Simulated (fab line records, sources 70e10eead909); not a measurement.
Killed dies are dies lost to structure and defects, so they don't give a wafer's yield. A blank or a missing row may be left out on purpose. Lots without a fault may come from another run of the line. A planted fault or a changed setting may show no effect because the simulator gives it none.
Chamber matching | flow nand_harc | NHARC_A_STAIRCASE_ALD_420 on ald_hk-02: 4 sister chambers
The step deposits SiO2, target thk 20 nm, pulse time 6 s, ald cycles 200. 8 wafers are shown with their chamber, then 8 later ones without.

WAFERS WITH THEIR CHAMBER
wafer  | chamber | heater_power_w (W) | precursor_pulse_height_rel
L081.2 | 3       | 405                | 1.039
L081.5 | 2       | 510                | 0.996
L087.1 | 2       | 516                | 1.006
L087.3 | 0       | 435                | 0.991
L091.2 | 0       | 445                | 1.010
L091.3 | 1       | 508                | 1.002
L091.6 | 3       | 414                | 0.974
L090.1 | 1       | 489                | 1.022

WAFERS WITHOUT THEIR CHAMBER
wafer  | heater_power_w (W) | precursor_pulse_height_rel
L090.2 | 507                | 1.012
L090.6 | 450                | 0.991
L094.1 | 525                | 0.974
L094.2 | 495                | 0.996
L094.4 | 399                | 1.006
L096.1 | 505                | 1.006
L096.3 | 505                | 1.010
L096.4 | 401                | 0.976

WHICH CHAMBER EACH WENT THROUGH
wafer  | from the rows above     | in truth
L090.2 | can't be placed: 2 or 1 | 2
L090.6 | 0                       | 0
L094.1 | can't be placed: 2 or 1 | 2
L094.2 | can't be placed: 1 or 2 | 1
L094.4 | 3                       | 3
L096.1 | can't be placed: 1 or 2 | 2
L096.3 | can't be placed: 1 or 2 | 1
L096.4 | 3                       | 3
Placed correctly: 3 of 8. Can't be placed from these rows: 5 (the true chamber is among the candidates in 5). Placed wrongly: 0.
How it was worked out, from the rows above alone: a wafer's distance from a chamber is the root of the sum, over the readings, of the square of ((its reading less the chamber's mean) divided by the reading's scatter). The wafer belongs to the nearest chamber; if the next one is less than 2 further off, it can't be placed. A chamber's mean is the mean of its shown wafers. The scatter: the root of (the sum of the squares of (reading less its chamber's mean) over the shown wafers, divided by (wafers less chambers)).
